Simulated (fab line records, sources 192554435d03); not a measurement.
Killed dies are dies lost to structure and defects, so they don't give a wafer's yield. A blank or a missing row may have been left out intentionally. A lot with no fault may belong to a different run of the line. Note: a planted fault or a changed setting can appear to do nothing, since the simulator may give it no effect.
Matching of chambers | flow n5-finfet | N5_MIM_TOP_ETCH_PECVD_03 on pecvd-04: 3 sister chambers
The step deposits SiNx from SiH4/NH3/N2, target thk 20 nm, time 17.6 s. 6 wafers are shown with their chamber, then 8 later ones without.

WAFERS, EACH WITH ITS CHAMBER
wafer  | chamber | throttle-valve-pct (%) | heater-power-w (W)
L085.6 | 0       | 38.4                   | 745
L092.2 | 1       | 40.3                   | 710
L090.2 | 2       | 37.7                   | 909
L090.3 | 0       | 37.9                   | 776
L090.4 | 2       | 37.7                   | 902
L095.2 | 1       | 40.4                   | 734

WAFERS MISSING THEIR CHAMBER
wafer  | throttle-valve-pct (%) | heater-power-w (W)
L095.3 | 37.9                   | 848
L095.6 | 38.3                   | 676
L096.3 | 37.4                   | 891
L096.4 | 37.7                   | 889
L096.6 | 40.3                   | 730
L097.3 | 40.5                   | 725
L097.4 | 40.4                   | 704
L097.5 | 37.7                   | 827

WHICH CHAMBER EACH ONE RAN IN
wafer  | from the rows above     | in truth
L095.3 | can't be placed: 2 or 0 | 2
L095.6 | 0                       | 0
L096.3 | 2                       | 2
L096.4 | 2                       | 2
L096.6 | 1                       | 1
L097.3 | 1                       | 1
L097.4 | 1                       | 1
L097.5 | can't be placed: 0 or 2 | 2
Correctly placed: 6 of 8. Unplaceable from these rows: 2, with the true chamber sitting among the candidates in 2. 0 placed wrongly.
How it was worked out, from the rows above alone: a wafer's distance from a chamber is the root of the sum, over the readings, of the square of ((its reading less the chamber's mean) divided by the reading's scatter). If the next closest chamber is less than 2 further off than the closest, the wafer can't be placed; otherwise it belongs to the closest. For every chamber, the mean is computed from those of its wafers that are shown. How the scatter is found: for the shown wafers, subtract from each reading the mean of its chamber, square and add these, divide the total by (wafers less chambers), then take the root.
